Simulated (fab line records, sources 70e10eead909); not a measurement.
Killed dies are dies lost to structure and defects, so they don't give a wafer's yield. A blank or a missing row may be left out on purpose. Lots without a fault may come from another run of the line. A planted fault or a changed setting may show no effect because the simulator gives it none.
Chamber matching | flow nand_harc | NHARC_P_CONTACT_CMP_24 on cmp-01: 4 sister chambers
The step polishes, t overpolish 30 s, target thk 200 nm. 4 wafers are shown with their chamber, then 8 later ones without.

WAFERS WITH THEIR CHAMBER
wafer  | chamber | time_to_endpoint_s (s)
L090.1 | 1       | 36
L090.2 | 2       | 31
L090.3 | 3       | 35
L093.1 | 0       | 43

WAFERS WITHOUT THEIR CHAMBER
wafer  | time_to_endpoint_s (s)
L093.2 | 31
L093.5 | 40
L094.1 | 38
L094.3 | 39
L094.5 | 38
L097.2 | 32
L097.5 | 31
L097.6 | 39

WHICH CHAMBER EACH WENT THROUGH
wafer  | from the rows above          | in truth
L093.2 | can't be placed: 2 or 3      | 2
L093.5 | can't be placed: 0 or 1 or 3 | 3
L094.1 | can't be placed: 1 or 3 or 0 | 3
L094.3 | can't be placed: 1 or 0 or 3 | 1
L094.5 | can't be placed: 1 or 3 or 0 | 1
L097.2 | can't be placed: 2 or 3 or 1 | 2
L097.5 | can't be placed: 2 or 3      | 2
L097.6 | can't be placed: 1 or 0 or 3 | 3
Placed correctly: 0 of 8. Can't be placed from these rows: 8 (the true chamber is among the candidates in 8). Placed wrongly: 0.
How it was worked out, from the rows above alone: a wafer's distance from a chamber is the root of the sum, over the readings, of the square of ((its reading less the chamber's mean) divided by the reading's scatter). The wafer belongs to the nearest chamber; if the next one is less than 2 further off, it can't be placed. A chamber's mean is the mean of its shown wafers. The scatter: with one shown wafer a chamber, the root of the mean of the squares of how far each hidden wafer lies from its nearest shown one.
